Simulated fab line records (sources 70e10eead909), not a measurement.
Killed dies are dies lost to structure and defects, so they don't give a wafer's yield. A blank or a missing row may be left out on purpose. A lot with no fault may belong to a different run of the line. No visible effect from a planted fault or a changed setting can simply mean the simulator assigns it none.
Matching of chambers ; flow nandHarc ; NHARC_A_ZERO_WELL_ETCH_19 on rieDiel-12: 4 sister chambers
The step etches the open film in N2/H2, target depth 80 nm, overetch 24 nm, time 87.88 s. 4 wafers are shown with their chamber, then 10 later ones without.

## WAFERS PAIRED WITH THEIR CHAMBERS
wafer;chamber;showerheadPlenumPTorr (Torr)
L900.4;3;2.01
L902.2;2;1.97
L902.3;1;1.91
L904.5;0;2.08

## WAFERS WHOSE CHAMBER IS MISSING
wafer;showerheadPlenumPTorr (Torr)
L904.6;1.91
L908.4;1.91
L908.5;1.91
L908.6;1.97
L911.1;1.97
L911.2;2.00
L911.5;2.00
L917.1;2.08
L917.3;2.00
L917.5;2.08

## CHAMBER TAKEN BY EACH
wafer;from the rows above;in truth
L904.6;1;1
L908.4;1;1
L908.5;1;1
L908.6;2;2
L911.1;2;2
L911.2;3;3
L911.5;3;3
L917.1;0;0
L917.3;3;3
L917.5;0;0
10 of 10 placed correctly. Number that these rows cannot place: 0. Number placed wrongly: 0.
How it was worked out, from the rows above alone: a wafer's distance from a chamber is the root of the sum, over the readings, of the square of ((its reading less the chamber's mean) divided by the reading's scatter). The wafer belongs to the nearest chamber; if the next one is less than 2 further off, it can't be placed. Each chamber's mean is taken over the wafers shown for it. The scatter: root of mean squared gap, hidden wafer to nearest shown wafer, with one shown wafer a chamber.
